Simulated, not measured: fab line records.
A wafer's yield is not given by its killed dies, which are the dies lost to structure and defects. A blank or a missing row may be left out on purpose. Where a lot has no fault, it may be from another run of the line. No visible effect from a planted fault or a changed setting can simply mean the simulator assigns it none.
What tool caused it? ; flow n5 finfet ; 24 lots, 72 wafers sampled, at 3 steps of a route of 1938

== WHAT THE GAUGES READ, wafer by wafer ==
N5_BEOL_M13_OVL_MEAS_29.
lot;measured;on;M13_OVL (nm)
L075;day 12 05:10;overlay-02;3 2 7
L074;day 12 19:20;overlay-01;-2 -2 1
L076;day 12 19:46;overlay-02;-2 -3 0
L077;day 13 00:18;overlay-02;1 -3 -1
L078;day 13 08:05;overlay-01;-6 -4 -3
L079;day 13 13:28;overlay-01;-3 0 -3
L082;day 13 16:44;overlay-01;1 -9 -10
L081;day 13 22:50;overlay-02;-4 -10 -3
L080;day 14 07:43;overlay-02;-6 4 -1
L083;day 14 09:29;overlay-02;2 1 10
L084;day 14 13:52;overlay-01;-6 -14 -8
L085;day 14 14:39;overlay-01;2 -3 1
L086;day 14 23:04;overlay-02;-2 -10 -12
L088;day 15 16:20;overlay-01;0 -1 -6
L087;day 15 23:15;overlay-01;-8 -8 -2
L091;day 16 01:53;overlay-02;4 -9 -6
L089;day 16 16:50;overlay-01;4 0 7
L090;day 17 00:41;overlay-02;-3 -1 1
L093;day 17 04:34;overlay-01;-1 -4 -6
L092;day 17 16:47;overlay-02;-7 -9 1
L096;day 18 09:46;overlay-01;-3 0 3
L094;day 18 10:26;overlay-01;-1 1 -6
L095;day 18 10:38;overlay-02;6 5 5
L097;day 18 12:46;overlay-01;3 9 3

== WHAT TOOL EACH LOT RAN ON (gives the tool, then ch and the chambers of the sampled wafers, and finally the start) ==
lot;N5_BEOL_M11_ETCH_65;N5_BEOL_M11_VIA_ETCH_34
L075;rie diel-01 ch 0,1,3, day 11 10:41;rie diel-01 ch 0,1,3, day 11 10:52
L074;rie diel-02 ch 1,2, day 12 00:43;rie diel-02 ch 1,2, day 12 00:54
L076;rie diel-02 ch 0,1, day 12 10:44;rie diel-02 ch 0,1, day 12 10:55
L077;rie diel-03 ch 0,2,3, day 12 11:11;rie diel-03 ch 0,2,3, day 12 11:22
L078;rie diel-01 ch 0,2,3, day 12 20:25;rie diel-01 ch 0,2,3, day 12 20:35
L079;rie diel-03 ch 1,2,3, day 13 03:09;rie diel-03 ch 1,2,3, day 13 03:19
L082;rie diel-01 ch 1,2,3, day 13 06:14;rie diel-01 ch 1,2,3, day 13 06:25
L081;rie diel-01 ch 0,2,3, day 13 10:46;rie diel-01 ch 0,2,3, day 13 10:57
L080;rie diel-02 ch 1,2,3, day 13 18:11;rie diel-02 ch 1,2,3, day 13 18:21
L083;rie diel-03 ch 2,3, day 13 19:44;rie diel-03 ch 2,3, day 13 19:55
L084;rie diel-02 ch 0,1,2, day 13 21:39;rie diel-02 ch 0,1,2, day 13 21:49
L085;rie diel-02 ch 1,3, day 14 01:38;rie diel-02 ch 1,3, day 14 01:49
L086;rie diel-02 ch 1,2,3, day 14 04:06;rie diel-02 ch 1,2,3, day 14 04:17
L088;rie diel-02 ch 1,2, day 15 05:44;rie diel-02 ch 1,2, day 15 05:55
L087;rie diel-03 ch 1,3, day 15 10:28;rie diel-03 ch 1,3, day 15 10:38
L091;rie diel-03 ch 0,2, day 15 12:04;rie diel-03 ch 0,2, day 15 12:15
L089;rie diel-01 ch 0,1,2, day 16 05:22;rie diel-01 ch 0,1,2, day 16 05:32
L090;rie diel-03 ch 0,1,2, day 16 14:31;rie diel-03 ch 0,1,2, day 16 14:41
L093;rie diel-03 ch 0,1,2, day 16 17:49;rie diel-03 ch 0,1,2, day 16 17:59
L092;rie diel-01 ch 0,2,3, day 17 02:05;rie diel-01 ch 0,2,3, day 17 02:16
L096;rie diel-03 ch 1,2, day 18 01:10;rie diel-03 ch 1,2, day 18 01:20
L094;rie diel-01 ch 1,2,3, day 18 01:20;rie diel-01 ch 1,2,3, day 18 01:31
L095;rie diel-02 ch 0,1, day 18 01:23;rie diel-02 ch 0,1, day 18 01:33
L097;rie diel-03 ch 1,2, day 18 02:15;rie diel-03 ch 1,2, day 18 02:25
- N5_BEOL_M11_ETCH_65: etches SiARC in CF4, target depth 39 nm, time 65 s.
- N5_BEOL_M11_VIA_ETCH_34: etches SiCOH lowk in C4F6/O2, target depth 184.5 nm, time 69.2 s.

== AS READ BY THE TOOLS THEMSELVES (means over the sampled wafers that have a number; for cases with no such wafer, the mark the record gives instead) ==
N5_BEOL_M11_ETCH_65.
lot;tool;drypump motor current A (A);etch rf on time s (s);oes product au (a.u.);rf vpp V (V);showerhead plenum p Torr (Torr);throttle valve pct (%)
L075;rie diel-01;6.1;64.2;0.62;183.9;2.10;15.85
L074;rie diel-02;5.6;66.9;0.60;184.1;2.18;15.91
L076;rie diel-02;5.7;66.6;0.63;185.2;2.16;15.68
L077;rie diel-03;5.4;65.1;0.62;183.7;2.13;15.91
L078;rie diel-01;5.9;64.0;0.61;184.8;2.12;15.92
L079;rie diel-03;5.5;63.7;0.67;184.5;2.17;15.87
L082;rie diel-01;6.0;64.7;0.61;183.5;2.12;15.92
L081;rie diel-01;5.9;64.5;0.61;184.2;2.12;15.93
L080;rie diel-02;5.4;64.8;0.65;185.4;2.20;15.88
L083;rie diel-03;5.4;65.0;0.62;183.0;2.12;16.03
L084;rie diel-02;5.7;64.8;0.63;183.9;2.14;15.76
L085;rie diel-02;5.2;64.5;0.71;185.0;2.25;15.79
L086;rie diel-02;5.4;65.0;0.65;185.0;2.20;15.89
L088;rie diel-02;5.6;65.7;0.59;184.1;2.17;15.95
L087;rie diel-03;5.8;64.0;0.70;185.0;2.21;15.77
L091;rie diel-03;5.4;64.0;0.62;183.4;2.12;15.91
L089;rie diel-01;5.8;64.9;0.59;183.9;2.14;16.03
L090;rie diel-03;5.6;63.8;0.66;184.5;2.16;15.80
L093;rie diel-03;5.5;63.3;0.65;184.4;2.16;15.82
L092;rie diel-01;5.9;64.8;0.58;184.7;2.11;15.98
L096;rie diel-03;5.7;62.8;0.69;184.2;2.20;15.78
L094;rie diel-01;6.0;63.2;0.68;183.4;2.11;15.83
L095;rie diel-02;5.7;67.4;0.60;184.4;2.15;15.76
L097;rie diel-03;5.8;63.1;0.69;184.3;2.20;15.77

N5_BEOL_M11_VIA_ETCH_34.
lot;tool;drypump motor current A (A);oes product au (a.u.);rf vpp V (V);showerhead plenum p Torr (Torr);throttle valve pct (%)
L075;rie diel-01;6.1;0.72;667;2.79;21.14
L074;rie diel-02;5.6;0.70;663;2.89;21.20
L076;rie diel-02;5.7;0.75;672;2.88;20.95
L077;rie diel-03;5.4;0.72;662;2.83;21.20
L078;rie diel-01;5.9;0.71;667;2.81;21.14
L079;rie diel-03;5.6;0.78;667;2.88;21.17
L082;rie diel-01;6.0;0.71;668;2.81;21.13
L081;rie diel-01;5.9;0.70;666;2.81;21.14
L080;rie diel-02;5.4;0.76;666;2.93;21.22
L083;rie diel-03;5.4;0.71;656;2.81;21.30
L084;rie diel-02;5.7;0.74;661;2.84;21.01
L085;rie diel-02;5.2;0.83;680;3.00;21.18
L086;rie diel-02;5.4;0.76;667;2.93;21.22
L088;rie diel-02;5.6;0.69;663;2.88;21.23
L087;rie diel-03;5.8;0.82;676;2.94;21.11
L091;rie diel-03;5.4;0.72;665;2.82;21.19
L089;rie diel-01;5.7;0.69;663;2.84;21.28
L090;rie diel-03;5.6;0.77;673;2.88;21.12
L093;rie diel-03;5.5;0.77;674;2.88;21.13
L092;rie diel-01;5.9;0.69;666;2.80;21.18
L096;rie diel-03;5.7;0.80;677;2.93;21.10
L094;rie diel-01;6.0;0.79;666;2.79;21.09
L095;rie diel-02;5.7;0.71;672;2.86;21.01
L097;rie diel-03;5.7;0.80;678;2.93;21.10

== THE ANSWER, worked out from the rows above alone ==
Rule: the lots themselves supply what counts as usual. The widest of any qualifying gaps counts: lots, ordered by their means at a reading, are off when they make up no more than a third of the lots, leave a main group of 4 or more, and stand apart from it by 3 or more times the standard deviation of that group's means. The tables above print the reading to a certain number of digits; a main group whose means all agree to those digits is not used. A lot without any number at a reading at which 4 lots or more have one is off too. All remaining lots with rows at the step are treated as sound. Order of review: gauges by route order, followed by the tools' own readings, for which a lot's mean as printed above is used. At the first step where some lot is off, the reading lying furthest off is the one used; lots without a number count as furthest.
No lot is off on any of the readings shown, so nothing can be concluded from this.

== WHAT THE SIMULATOR HAD INSERTED ==
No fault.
